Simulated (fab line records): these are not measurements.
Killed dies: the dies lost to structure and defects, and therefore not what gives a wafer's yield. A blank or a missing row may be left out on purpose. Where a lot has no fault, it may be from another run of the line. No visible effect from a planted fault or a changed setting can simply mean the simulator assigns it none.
Chamber matching ; flow n5 finfet ; N5_BEOL_M2_CO_CAP_55 on cvd co-01 has 3 sister chambers
The step material Co, precursor CCTBA/H2, target thk 2 nm, time 102.1 s. 6 wafers are shown with their chamber, then 12 later ones without.

== WAFERS PAIRED WITH THEIR CHAMBERS ==
wafer;chamber;heater power w (W)
L085.2;1;245
L085.4;2;261
L085.5;0;208
L088.1;2;259
L088.5;0;213
L088.6;1;245

== WAFERS MISSING THEIR CHAMBER ==
wafer;heater power w (W)
L091.2;260
L091.5;248
L091.6;259
L093.2;257
L093.3;243
L093.4;216
L094.3;239
L094.4;253
L094.6;213
L097.2;218
L097.4;261
L097.6;217

== WHICH CHAMBER EACH WENT THROUGH ==
wafer;from the rows above;in truth
L091.2;2;2
L091.5;1;1
L091.6;2;2
L093.2;2;2
L093.3;1;1
L093.4;0;0
L094.3;1;1
L094.4;can't be placed: 2 or 1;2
L094.6;0;0
L097.2;0;0
L097.4;2;2
L097.6;0;0
Correctly placed: 11 of 12. These rows do not allow placing 1 (true chamber among the candidates in 1). Placed wrongly: 0.
How it was worked out, from the rows above alone: a wafer's distance from a chamber is the root of the sum, over the readings, of the square of ((its reading less the chamber's mean) divided by the reading's scatter). If the next closest chamber is less than 2 further off than the closest, the wafer can't be placed; otherwise it belongs to the closest. The mean given for a chamber averages the wafers shown for that chamber. The scatter: the root of (the sum of the squares of (reading less its chamber's mean) over the shown wafers, divided by (wafers less chambers)).
